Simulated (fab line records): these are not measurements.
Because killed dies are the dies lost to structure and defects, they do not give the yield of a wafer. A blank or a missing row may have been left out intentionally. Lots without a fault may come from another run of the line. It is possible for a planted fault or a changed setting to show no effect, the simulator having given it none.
Struck lot and sound lot, side by side -- flow n5_finfet -- 18 steps out of a route of 1938
Sound: these wafers, L401.2, L401.3, L401.5. Struck: wafers L418.1, L418.2, L418.6. Last of all comes the cause.
Per side, at each step with rows, come the tool, then ch with its chambers, and then its first start. Under that, the readings that differ: sound wafers -- struck wafers -- difference of the means -- sigmas: that difference in standard deviations of wafers without a fault.
alike: same words and numbers on both sides, and readings whose means sit less than 2 such deviations apart. not compared: any withheld reading, any reading some wafer has no value for, any bound like >300 that may hide the same value, and any number with overlapping values for which the record gives no deviation.
A row with sigmas, a row that says differs or no value, or rows on one side alone: a step with any of these is where the two part. When numbers do not overlap yet have no deviation, they are printed without sigmas and do not part them. A reading missing from all wafers of one side parts the sides only when that side holds two or more wafers.

N5_BEOL_M7_STRIP_80: strips in N2/H2, time 10 s.
  sound on rie_diel-02 ch 0,2,3; struck on rie_diel-03 ch 0,1,2
  alike: bias_power_w, drypump_motor_current_A, oes_product_au, rf_vpp_V, showerhead_plenum_p_Torr, throttle_valve_pct
  not compared: rf_hours_counter_h
N5_BEOL_M7_OCD_MEAS_38:
  sound on ocd-01, day 8 23:55; struck on ocd-01, day 13 01:46
  alike: trench_depth_nm
then, 4 steps without rows for these wafers: N5_BEOL_M7_HM_STRIP_39 (strips TiN in peroxide tin strip, target depth 25 nm, time 158 s); N5_BEOL_M7_SRD_40 (time 30 s); N5_BEOL_M7_PRECLEAN_42 (cleans in residue remover, time 60 s); N5_BEOL_M7_SRD_43 (time 30 s).
N5_BEOL_M7_CD_MEAS_35 targets a cd of 40 nm.
  sound on cd_sem-02, day 9 00:10; struck on cd_sem-01, day 13 01:55
  alike: cd_nm
N5_BEOL_M7_CURE_75: cures SiCOH lowk, time 120 s.
  sound on uv_cure-02 ch 2, day 9 00:16; struck on uv_cure-03 ch 1, day 13 01:58
  alike: lamp_power_pct, wafer_temp_C_max
N5_BEOL_M7_DEGAS_44: time 60 s.
  sound on pvd_sputter-03, day 9 00:53; struck on pvd_sputter-02, day 13 02:18
  alike: heater_power_w
then, 1 step without rows for these wafers: N5_BEOL_M7_PRE_CLEAN_45 (time 30 s).
N5_BEOL_M7_ALD_77: deposits TaN, target thk 2 nm, pulse time 2 s, purge time 3 s.
  sound on ald_metal-02 ch 0,2,3, day 9 01:05; struck on ald_metal-03 ch 1,3, day 13 02:26
  alike: heater_power_w
following that, these wafers have no rows for 1 step: N5_BEOL_M7_SURFACE_TREAT_79.
N5_BEOL_M7_CVD_78: deposits Co from CCTBA/H2, target thk 2 nm, time 142.3 s.
  sound on cvd_co-02 ch 1,2, day 9 03:22; struck on cvd_co-01 ch 0,1,2, day 13 03:28
then, 2 steps without rows for these wafers: N5_BEOL_M7_SPUTTER_48 (material Cu, target thk 10 nm, time 1.667 s); N5_BEOL_M7_ECD_50 (material Cu, target thk 300 nm).
N5_BEOL_M7_ANNEAL_51: time 90 s.
  sound on rtp_anneal-01 ch 0, day 9 04:00; struck on rtp_anneal-01 ch 0, day 13 03:58
  alike: anneal_temp_c, wafer_temp_C_max
N5_BEOL_M7_CMP_52: polishes, stops on SiCOH lowk, t overpolish 6.9 s, target thk 80 nm.
  sound on cmp-02 ch 0,2,3, day 9 04:15; struck on cmp-03 ch 2,3, day 13 04:16
reading,sound,struck,difference,sigmas
barrier_field_endpoint_s (s),28.0 27.6 28.9,32.5 31.0 32.1,+3.7,+5
time_to_endpoint_s (s),59 55 63,68 66 64,+7,+2
  alike: clearing_platen_rpm, motor_current_A, overpolish_run_s, slurry_flow_ml_min
N5_BEOL_M7_THK_MEAS_53: measures by xrf.
  sound on film_metro-02, day 9 04:33; struck on film_metro-01, day 13 04:33
  alike: M7_THK

## WHERE THEY PART
At N5_BEOL_M7_CMP_52 and nowhere else, as far as this record goes. Later steps at which nothing parts them and some readings are alike: N5_BEOL_M7_THK_MEAS_53.

WHY: whatever the simulator had introduced
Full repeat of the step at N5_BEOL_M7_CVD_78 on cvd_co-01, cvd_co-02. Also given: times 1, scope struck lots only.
